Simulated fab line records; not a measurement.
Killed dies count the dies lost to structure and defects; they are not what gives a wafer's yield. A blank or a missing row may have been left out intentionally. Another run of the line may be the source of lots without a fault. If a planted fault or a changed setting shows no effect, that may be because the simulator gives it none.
Matching of chambers | flow nand-harc | 4 sister chambers for NHARC_A_CHANNEL_FILL_D1_ALD_14 on ald-hk-02
The step deposits SiO2, target thk 2.5 nm, pulse time 10 s, ald cycles 25. 4 wafers are shown with their chamber, then 8 later ones without.

== WAFERS, EACH WITH ITS CHAMBER ==
wafer  | chamber | heater-power-w (W)
L683.5 | 2       | 406
L688.1 | 3       | 464
L688.5 | 0       | 459
L691.2 | 1       | 440

== WAFERS WITH NO CHAMBER GIVEN ==
wafer  | heater-power-w (W)
L691.3 | 452
L691.6 | 458
L694.1 | 403
L694.2 | 453
L694.4 | 443
L697.2 | 440
L697.4 | 399
L697.5 | 448

== CHAMBER TAKEN BY EACH ==
wafer  | from the rows above          | in truth
L691.3 | can't be placed: 0 or 1 or 3 | 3
L691.6 | can't be placed: 0 or 3      | 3
L694.1 | 2                            | 2
L694.2 | can't be placed: 0 or 3 or 1 | 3
L694.4 | 1                            | 1
L697.2 | 1                            | 1
L697.4 | 2                            | 2
L697.5 | can't be placed: 1 or 0 or 3 | 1
Placed correctly: 4 of 8. Unplaceable from these rows: 4, with the true chamber sitting among the candidates in 4. 0 placed wrongly.
How it was worked out, from the rows above alone: a wafer's distance from a chamber is the root of the sum, over the readings, of the square of ((its reading less the chamber's mean) divided by the reading's scatter). The wafer belongs to the nearest chamber; if the next one is less than 2 further off, it can't be placed. For every chamber, the mean is computed from those of its wafers that are shown. The scatter: root of mean squared gap, hidden wafer to nearest shown wafer, with one shown wafer a chamber.
